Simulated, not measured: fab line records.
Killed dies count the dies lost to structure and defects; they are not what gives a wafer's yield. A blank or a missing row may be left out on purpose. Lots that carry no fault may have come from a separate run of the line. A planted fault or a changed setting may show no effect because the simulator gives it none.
What tool caused it? | flow nandHarc | 14 lots, 42 wafers sampled, at 4 steps of a route of 1302

== WHAT THE GAUGES SHOWED, per wafer ==
The record lacks any reading of a measuring or inspecting step that a usual standard deviation could be used to judge.

== TOOL THAT RAN EACH LOT (tool first, then ch and the chambers of the sampled wafers, then the start) ==
lot  | NHARC_P_M0_ANNEAL_30            | NHARC_P_M0_DEP_32               | NHARC_P_M1_ETCH_15                | NHARC_P_M1_ETCH_28
L716 | rtpAnneal-02 ch 0, day 6 18:01  | pecvd-02 ch 0,2, day 6 18:59    | rieDiel-12 ch 0,3, day 6 20:29    | rieDiel-07 ch 0,1, no start
L717 | rtpAnneal-02 ch 0, day 6 19:17  | pecvd-02 ch 0,2, day 6 20:11    | rieDiel-11 ch 1,2,3, day 6 21:45  | rieDiel-07 ch 1,3, no start
L718 | rtpAnneal-02 ch 0, day 7 11:16  | pecvd-01 ch 0,1, day 7 12:16    | rieDiel-11 ch 0,1,2, day 7 13:50  | rieDiel-07 ch 0,2,3, no start
L724 | rtpAnneal-01 ch 0, day 9 16:35  | pecvd-02 ch 0,1,2, day 9 17:38  | rieDiel-11 ch 0,2,3, day 9 19:06  | rieDiel-12 ch 0,2,3, no start
L727 | rtpAnneal-02 ch 0, day 11 02:38 | pecvd-04 ch 0,1,2, day 11 03:35 | rieDiel-11 ch 1,2,3, day 11 05:09 | rieDiel-12 ch 0,2,3, no start
L728 | rtpAnneal-02 ch 0, day 11 12:07 | pecvd-01 ch 0,1,2, day 11 13:04 | rieDiel-07 ch 1,2, day 11 14:39   | rieDiel-11 ch 2,3, no start
L730 | rtpAnneal-02 ch 0, day 12 21:55 | pecvd-02 ch 1,2, day 12 23:17   | rieDiel-07 ch 1,2,3, day 13 00:58 | rieDiel-11 ch 0,1, no start
L732 | rtpAnneal-01 ch 0, day 13 07:53 | pecvd-02 ch 0,1,2, day 13 08:50 | rieDiel-11 ch 0,1,2, day 13 10:19 | rieDiel-12 ch 1,2,3, no start
L734 | rtpAnneal-02 ch 0, day 13 21:46 | pecvd-04 ch 0,1, day 13 22:41   | rieDiel-11 ch 0,3, day 14 00:18   | rieDiel-12 ch 0,1,3, no start
L733 | rtpAnneal-01 ch 0, day 13 22:10 | pecvd-01 ch 0,2, day 13 23:07   | rieDiel-07 ch 1,3, day 14 00:45   | rieDiel-11 ch 0,2,3, no start
L735 | rtpAnneal-01 ch 0, day 14 13:06 | pecvd-02 ch 1,2, day 14 14:01   | rieDiel-11 ch 0,1,3, day 14 16:01 | rieDiel-07 ch 0,1,2, no start
L736 | rtpAnneal-01 ch 0, day 15 04:31 | pecvd-02 ch 1,2, day 15 05:31   | rieDiel-12 ch 0,1,3, day 15 07:04 | rieDiel-11 ch 1,2,3, no start
L737 | rtpAnneal-02 ch 0, day 15 07:40 | pecvd-01 ch 0,1,2, day 15 08:37 | rieDiel-07 ch 0,1,3, day 15 10:14 | rieDiel-11 ch 0,1,3, no start
L738 | rtpAnneal-02 ch 0, day 15 14:50 | pecvd-01 ch 0,1,2, day 15 15:44 | rieDiel-11 ch 0,1,3, day 15 17:18 | rieDiel-07 ch 0,1,2, no start
- NHARC_P_M0_ANNEAL_30: time 90 s.
- NHARC_P_M0_DEP_32: deposits SiCN, target thk 30 nm.
- NHARC_P_M1_ETCH_15: etches the open film in C4F8/Ar, target depth 182.5 nm, time 91.2 s.
- NHARC_P_M1_ETCH_28: etches the open film in CF4/N2, target depth 30 nm, time 72.99 s.

== WHAT THE TOOLS THEMSELVES READ (means of the sampled wafers that have a number; where no wafer has one, the mark that the record gives instead) ==
NHARC_P_M0_ANNEAL_30. Usual: 226.2 for wafer_temp_C_max, sd 0.35.
lot  | tool         | wafer_temp_C_max | flag
L716 | rtpAnneal-02 | 226.7            | 
L717 | rtpAnneal-02 | 226.1            | 
L718 | rtpAnneal-02 | 226.5            | 
L724 | rtpAnneal-01 | 226.2            | 
L727 | rtpAnneal-02 | 226.2            | 
L728 | rtpAnneal-02 | 226.2            | 
L730 | rtpAnneal-02 | 226.3            | 
L732 | rtpAnneal-01 | 226.1            | 
L734 | rtpAnneal-02 | 226.8            | 
L733 | rtpAnneal-01 | 225.7            | 
L735 | rtpAnneal-01 | 226.0            | 
L736 | rtpAnneal-01 | 226.1            | 
L737 | rtpAnneal-02 | 226.4            | 
L738 | rtpAnneal-02 | 226.7            | 

NHARC_P_M0_DEP_32. Usual: heaterPowerW 584 W, standard deviation 58; rfFwdPowerW 449.0 W, standard deviation 1.4.
lot  | tool     | heaterPowerW (W) | rfFwdPowerW (W) | flag
L716 | pecvd-02 | 590              | 449.7           | 
L717 | pecvd-02 | 645              | 449.1           | 
L718 | pecvd-01 | 581              | 448.9           | 
L724 | pecvd-02 | 634              | 449.4           | 
L727 | pecvd-04 | 580              | 448.3           | 
L728 | pecvd-01 | 607              | 449.0           | 
L730 | pecvd-02 | 534              | 448.1           | 
L732 | pecvd-02 | 589              | 448.5           | 
L734 | pecvd-04 | 534              | 448.6           | 
L733 | pecvd-01 | 593              | 448.8           | 
L735 | pecvd-02 | 574              | 448.4           | 
L736 | pecvd-02 | 517              | 449.0           | 
L737 | pecvd-01 | 554              | 450.3           | 
L738 | pecvd-01 | 598              | 449.7           | 

NHARC_P_M1_ETCH_15. Usual: oesProductAu 0.960 a.u., standard deviation 0.018; rfFwdPowerW 595.4 W, standard deviation 2.6; rfVppV 442.2 V, standard deviation 2.6; runLengthS 112.4 s, standard deviation 0.49.
lot  | tool       | oesProductAu (a.u.) | rfFwdPowerW (W) | rfVppV (V) | runLengthS (s) | flag
L716 | rieDiel-12 | 0.972               | 595.7           | 443.2      | 112.0          | 
L717 | rieDiel-11 | 0.958               | 594.2           | 441.2      | 112.3          | 
L718 | rieDiel-11 | 0.970               | 594.4           | 442.3      | 112.4          | 
L724 | rieDiel-11 | 0.927               | 595.0           | 443.7      | 108.7          | OFF
L727 | rieDiel-11 | 0.979               | 594.4           | 441.6      | 109.1          | OFF
L728 | rieDiel-07 | 0.951               | 595.1           | 442.0      | 112.6          | 
L730 | rieDiel-07 | 0.926               | 596.2           | 442.2      | 112.8          | 
L732 | rieDiel-11 | 0.970               | 594.9           | 442.1      | 112.2          | 
L734 | rieDiel-11 | 0.969               | 596.5           | 442.5      | 112.6          | 
L733 | rieDiel-07 | 0.963               | 597.4           | 443.8      | 112.6          | 
L735 | rieDiel-11 | 0.940               | 593.6           | 441.5      | 112.5          | 
L736 | rieDiel-12 | 0.975               | 595.3           | 440.9      | 112.2          | 
L737 | rieDiel-07 | 0.971               | 594.8           | 443.0      | 112.7          | 
L738 | rieDiel-11 | 0.947               | 595.4           | 440.9      | 112.8          | 

NHARC_P_M1_ETCH_28. Usual: drypumpMotorCurrentA 5.7 A, standard deviation 0.35; mfcArSccm 150.0 sccm, standard deviation 0.5; oesProductAu 1.005 a.u., standard deviation 0.012; rfFwdPowerW 297.2 W, standard deviation 1.4; rfVppV 315.5 V, standard deviation 2; runLengthS 94.3 s, standard deviation 0.46; showerheadPlenumPTorr 2.69 Torr, standard deviation 0.1; throttleValvePct 19.794 %, standard deviation 0.0093.
lot  | tool       | drypumpMotorCurrentA (A) | mfcArSccm (sccm) | oesProductAu (a.u.) | rfFwdPowerW (W) | rfVppV (V) | runLengthS (s) | showerheadPlenumPTorr (Torr) | throttleValvePct (%) | flag
L716 | rieDiel-07 | 6.3                      | 150.2            | 1.011               | 297.1           | 317.1      | 94.6           | 2.76                         | 19.793               | 
L717 | rieDiel-07 | 5.8                      | 149.8            | 0.991               | 298.4           | 316.4      | 94.2           | 2.76                         | 19.804               | 
L718 | rieDiel-07 | 5.9                      | 150.2            | 0.998               | 297.2           | 316.5      | 94.6           | 2.77                         | 19.793               | 
L724 | rieDiel-12 | 5.7                      | 150.5            | 1.004               | 296.8           | 314.3      | 94.0           | 2.66                         | 19.795               | 
L727 | rieDiel-12 | 5.7                      | 149.9            | 1.003               | 296.9           | 315.4      | 94.1           | 2.65                         | 19.794               | 
L728 | rieDiel-11 | 5.7                      | 150.1            | 0.994               | 298.0           | 315.7      | 93.9           | 2.67                         | 19.803               | 
L730 | rieDiel-11 | 5.4                      | 150.5            | 1.015               | 295.8           | 314.5      | 94.5           | 2.61                         | 19.797               | 
L732 | rieDiel-12 | 5.6                      | 149.8            | 1.003               | 297.1           | 313.9      | 93.9           | 2.59                         | 19.789               | 
L734 | rieDiel-12 | 5.9                      | 150.2            | 1.015               | 297.2           | 314.4      | 94.4           | 2.63                         | 19.803               | 
L733 | rieDiel-11 | 5.8                      | 150.3            | 1.004               | 297.8           | 316.2      | 93.8           | 2.73                         | 19.791               | 
L735 | rieDiel-07 | 6.0                      | 150.1            | 1.012               | 295.8           | 316.2      | 94.3           | 2.72                         | 19.795               | 
L736 | rieDiel-11 | 5.5                      | 149.9            | 1.007               | 297.0           | 314.7      | 94.3           | 2.64                         | 19.793               | 
L737 | rieDiel-11 | 5.6                      | 149.9            | 1.013               | 297.2           | 313.7      | 94.4           | 2.64                         | 19.793               | 
L738 | rieDiel-07 | 6.0                      | 150.2            | 1.021               | 296.9           | 315.8      | 94.2           | 2.72                         | 19.800               | 

== THE ANSWER, worked out from the rows above alone ==
Rule: a lot is off if the mean of its wafers that have a number lies more than 3 standard deviations from the usual mean. A lot without any number at a reading at which 4 lots or more have one is off too. Any other lot the step has rows for is counted as sound. After the gauges, taken in route order, come the tools' own readings; for these a lot's mean is taken, as printed above. At the first step where some lot is off, the reading lying furthest off is the one used; lots without a number count as furthest.
Off at NHARC_P_M1_ETCH_15 (runLengthS): L724, L727.
If a tool, at that step or one of the process steps before it, ran each lot that is off and ran no sound lot following the first of them, it fits. Not one of the candidates tried fits.

== WHAT THE SIMULATOR HAD PUT IN ==
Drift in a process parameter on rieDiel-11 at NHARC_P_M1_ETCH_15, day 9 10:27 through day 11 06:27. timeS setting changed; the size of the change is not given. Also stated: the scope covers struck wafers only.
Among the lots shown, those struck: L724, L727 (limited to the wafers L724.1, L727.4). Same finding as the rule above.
